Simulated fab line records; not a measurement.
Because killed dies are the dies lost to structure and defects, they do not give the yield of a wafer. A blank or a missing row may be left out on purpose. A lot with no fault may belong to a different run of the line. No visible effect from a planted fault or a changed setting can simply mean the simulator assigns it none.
Which of the tools did it? -- flow n5 finfet -- 9 lots, 27 wafers sampled, at 5 steps of a route of 1938

== WHAT THE GAUGES READ, wafer by wafer ==
N5_SD_EPI_N_CD_MEAS_09: the cd target is 120 nm. Usual: cd nm at 119.9 nm, with a standard deviation of 0.53.
lot,measured,on,cd nm (nm),flag
L764,day 3 15:03,cd sem-03,119.9 119.9 119.9,
L765,day 3 19:26,cd sem-03,119.9 119.6 119.7,
L766,day 4 00:05,cd sem-01,119.8 120.0 120.8,
L770,day 5 05:43,cd sem-03,120.0 119.8 119.6,
L772,day 5 16:09,cd sem-01,118.9 119.6 119.4,
L777,day 6 18:37,cd sem-02,119.7 120.2 119.9,
L778,day 7 07:32,cd sem-02,120.0 120.6 120.4,
L780,day 7 15:20,cd sem-03,120.5 121.3 121.1,
L784,day 8 18:32,cd sem-01,120.2 119.8 119.9,

N5_BEOL_M4_RC_MEAS_101. Usual: DIBL_N 36.3 mV/V, standard deviation 1.2; DIBL_P 36.7 mV/V, standard deviation 1.5; IOFF_N 0.164 nA/um, standard deviation 0.02; IOFF_P 0.214 nA/um, standard deviation 0.024; ION_N 673 uA/um, standard deviation 8.5; ION_P 461 uA/um, standard deviation 5.9; SS_N 71.6 mV/dec, standard deviation 0.44; SS_P 73.3 mV/dec, standard deviation 0.55; VT_N 249.4 mV, standard deviation 2.4; VT_P -250.0 mV, standard deviation 2.3.
lot,measured,on,DIBL_N (mV/V),DIBL_P (mV/V),IOFF_N (nA/um),IOFF_P (nA/um),ION_N (uA/um),ION_P (uA/um),SS_N (mV/dec),SS_P (mV/dec),VT_N (mV),VT_P (mV),flag
L764,day 9 02:45,prober-01,35.1 34.0 35.6,36.3 34.5 37.5,0.140 0.123 0.162,0.184 0.166 0.199,657 662 678,452 454 459,71.0 71.6 71.6,72.7 72.7 73.4,250.2 251.7 249.5,-253.4 -255.6 -253.3,
L765,day 8 06:36,prober-02,37.0 35.4 34.7,37.7 36.0 35.2,0.187 0.150 0.138,0.214 0.183 0.173,688 673 665,461 456 456,72.5 71.9 71.7,73.3 73.1 72.8,246.9 251.1 250.6,-248.0 -253.8 -253.1,
L766,day 8 20:59,prober-01,36.0 36.0 36.9,36.0 35.6 37.8,0.149 0.144 0.173,0.187 0.178 0.210,658 661 673,446 452 458,71.7 71.4 72.4,73.1 73.0 73.6,253.4 253.4 250.8,-250.9 -251.6 -251.3,
L770,day 10 18:01,prober-01,36.1 35.7 37.2,37.7 37.2 39.5,0.172 0.164 0.199,0.219 0.210 0.248,683 677 689,464 464 465,71.6 72.1 72.6,73.4 73.6 75.0,248.2 248.6 244.6,-248.6 -251.2 -247.5,
L772,day 10 14:32,prober-01,35.0 35.4 36.1,35.5 36.4 37.2,0.152 0.167 0.175,0.205 0.214 0.225,681 678 676,469 463 459,71.4 71.4 71.8,73.2 73.4 73.9,250.3 247.4 247.5,-251.2 -250.8 -248.6,
L777,day 11 19:55,prober-02,36.7 35.7 34.9,37.1 36.7 35.7,0.162 0.147 0.131,0.224 0.218 0.195,672 673 666,470 466 462,71.6 71.1 71.6,73.3 73.3 73.3,249.7 252.8 253.9,-247.1 -246.9 -247.2,
L778,day 12 05:11,prober-02,36.0 34.2 35.2,36.7 33.7 34.7,0.159 0.129 0.141,0.232 0.190 0.192,679 669 663,466 463 457,72.1 71.5 71.1,73.3 72.7 72.7,249.3 251.4 250.4,-248.2 -248.6 -251.4,
L780,day 12 16:58,prober-01,33.7 32.4 34.8,35.5 33.5 36.5,0.131 0.114 0.151,0.181 0.160 0.200,664 662 660,458 455 454,71.2 71.1 70.9,72.7 72.2 73.3,252.4 254.5 249.7,-252.3 -253.9 -249.8,
L784,day 13 14:47,prober-02,38.4 39.1 37.7,38.8 39.1 37.5,0.186 0.205 0.175,0.236 0.240 0.207,677 685 684,466 467 463,71.4 72.2 71.6,73.5 73.5 72.5,249.3 246.7 248.6,-249.4 -248.1 -252.9,

== WHAT TOOL EACH LOT RAN ON (gives the tool, then ch and the chambers of the sampled wafers, and finally the start) ==
lot,N5_DUMMY_GATE_STRIP_40,N5_SD_EPI_N_COAT_32,N5_SD_EPI_N_ETCH_45
L764,"rie diel-06 ch 0,2, day 3 13:06","litho track-03 ch 0, day 3 14:49","rie diel-03 ch 0,1,3, day 3 16:00"
L765,"rie diel-06 ch 0,3, day 3 17:36","litho track-05 ch 0, day 3 19:04","rie diel-01 ch 1,2,3, day 3 20:11"
L766,"rie diel-06 ch 0,1,2, day 3 22:15","litho track-05 ch 0, day 3 23:43","rie diel-03 ch 0,1,3, day 4 01:40"
L770,"rie diel-05 ch 0,1, day 5 03:41","litho track-05 ch 0, day 5 05:20","rie diel-03 ch 1,2, day 5 06:19"
L772,"rie diel-06 ch 2,3, day 5 14:07","litho track-05 ch 0, day 5 15:47","rie diel-01 ch 0,1,2, day 5 16:45"
L777,"rie diel-06 ch 0,1,2, day 6 16:39","litho track-05 ch 0, day 6 18:14","rie diel-04 ch 0,1,3, day 6 19:16"
L778,"rie diel-02 ch 0,1,2, day 7 05:42","litho track-03 ch 0, day 7 07:10","rie diel-01 ch 0,2,3, day 7 08:08"
L780,"rie diel-05 ch 0,2, day 7 13:26","litho track-05 ch 0, day 7 14:58","rie diel-04 ch 2,3, day 7 16:08"
L784,"rie diel-06 ch 0,1,2, day 8 14:20","litho track-01 ch 0, day 8 18:17","rie diel-01 ch 0,1,3, day 8 19:19"
- N5_DUMMY_GATE_STRIP_40: strips in CF4.
- N5_SD_EPI_N_COAT_32: time 60 s, resist thk 350 nm.
- N5_SD_EPI_N_ETCH_45: etches SiOCN in CH3F/O2, target depth 6 nm.

== WHAT THE TOOLS THEMSELVES READ (means of the sampled wafers that have a number; where no wafer has one, the mark that the record gives instead) ==
N5_DUMMY_GATE_STRIP_40. Usual: drypump motor current A 5.8 A, standard deviation 0.44; oes product au 0.77 a.u., standard deviation 0.072; rf vpp V 270.8 V, standard deviation 1.6; showerhead plenum p Torr 1.78 Torr, standard deviation 0.055; throttle valve pct 13.62 %, standard deviation 0.23.
lot,tool,drypump motor current A (A),oes product au (a.u.),rf vpp V (V),showerhead plenum p Torr (Torr),throttle valve pct (%),flag
L764,rie diel-06,6.0,0.88,272.5,1.82,13.31,
L765,rie diel-06,6.3,0.88,270.9,1.78,13.35,
L766,rie diel-06,5.9,0.82,270.2,1.79,13.43,
L770,rie diel-05,5.8,0.75,271.9,1.84,13.65,
L772,rie diel-06,6.5,0.80,271.5,1.78,13.60,
L777,rie diel-06,5.9,0.80,269.9,1.78,13.48,
L778,rie diel-02,5.2,0.83,271.6,1.84,13.58,
L780,rie diel-05,5.5,0.71,269.8,1.78,13.74,
L784,rie diel-06,5.9,0.78,270.8,1.78,13.51,

N5_SD_EPI_N_COAT_32. Usual: heater power total W 500.4 W, standard deviation 1.9; plate temp C 250.02 C, standard deviation 0.17.
lot,tool,heater power total W (W),plate temp C (C),flag
L764,litho track-03,500.3,250.03,
L765,litho track-05,500.7,249.96,
L766,litho track-05,502.0,249.90,
L770,litho track-05,499.4,250.16,
L772,litho track-05,499.4,250.12,
L777,litho track-05,516.2,256.86,OFF
L778,litho track-03,499.6,250.22,
L780,litho track-05,520.2,256.97,OFF
L784,litho track-01,501.2,250.05,

N5_SD_EPI_N_ETCH_45. Usual: drypump motor current A 5.8 A, standard deviation 0.41; oes product au 0.75 a.u., standard deviation 0.059; rf vpp V 127.6 V, standard deviation 0.87; showerhead plenum p Torr 2.01 Torr, standard deviation 0.047; throttle valve pct 23.41 %, standard deviation 0.15.
lot,tool,drypump motor current A (A),oes product au (a.u.),rf vpp V (V),showerhead plenum p Torr (Torr),throttle valve pct (%),flag
L764,rie diel-03,5.9,0.72,126.9,2.00,23.38,
L765,rie diel-01,6.2,0.83,128.3,2.02,23.35,
L766,rie diel-03,5.9,0.72,127.0,2.00,23.38,
L770,rie diel-03,5.9,0.71,126.7,1.98,23.55,
L772,rie diel-01,6.3,0.82,127.6,2.04,23.39,
L777,rie diel-04,5.7,0.73,127.7,2.01,23.38,
L778,rie diel-01,6.1,0.84,128.0,2.05,23.36,
L780,rie diel-04,5.4,0.71,128.0,1.98,23.55,
L784,rie diel-01,6.4,0.82,127.8,2.04,23.49,

== THE ANSWER, worked out from the rows above alone ==
Rule: take the mean of a lot's wafers that have a number; if it is more than 3 standard deviations from the usual mean, the lot is off. A lot without any number at a reading at which 4 lots or more have one is off too. The other lots that the step has rows for count as sound. After the gauges, taken in route order, come the tools' own readings; for these a lot's mean is taken, as printed above. The first step at which some lot is off is used, and at that step the reading that is off furthest; a lot without a number counts as furthest.
Off: L777, L780, at N5_SD_EPI_N_COAT_32 (plate temp C).
If a tool, at that step or one of the process steps before it, ran each lot that is off and ran no sound lot following the first of them, it fits. One fits: N5_SD_EPI_N_COAT_32 on litho track-05. Its last sound lot is L772 (day 5 15:47), its first lot that is off L777 (day 6 18:14): a fault that began between those two fits.
The tool's own readings at N5_SD_EPI_N_COAT_32 bear it out: on the lots that are off they differ by more than 5 times the standard deviation of the sound lots' means. heater power total W reads 518.2 W there against 500.4 W on the sound lots; plate temp C reads 256.92 C there against 250.06 C on the sound lots.

== WHAT THE SIMULATOR HAD INSERTED ==
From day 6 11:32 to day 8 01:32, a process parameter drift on litho track-05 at N5_SD_EPI_N_COAT_32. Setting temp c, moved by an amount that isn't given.
Struck lots among those shown: L777, L780. The rule above reached the same finding.
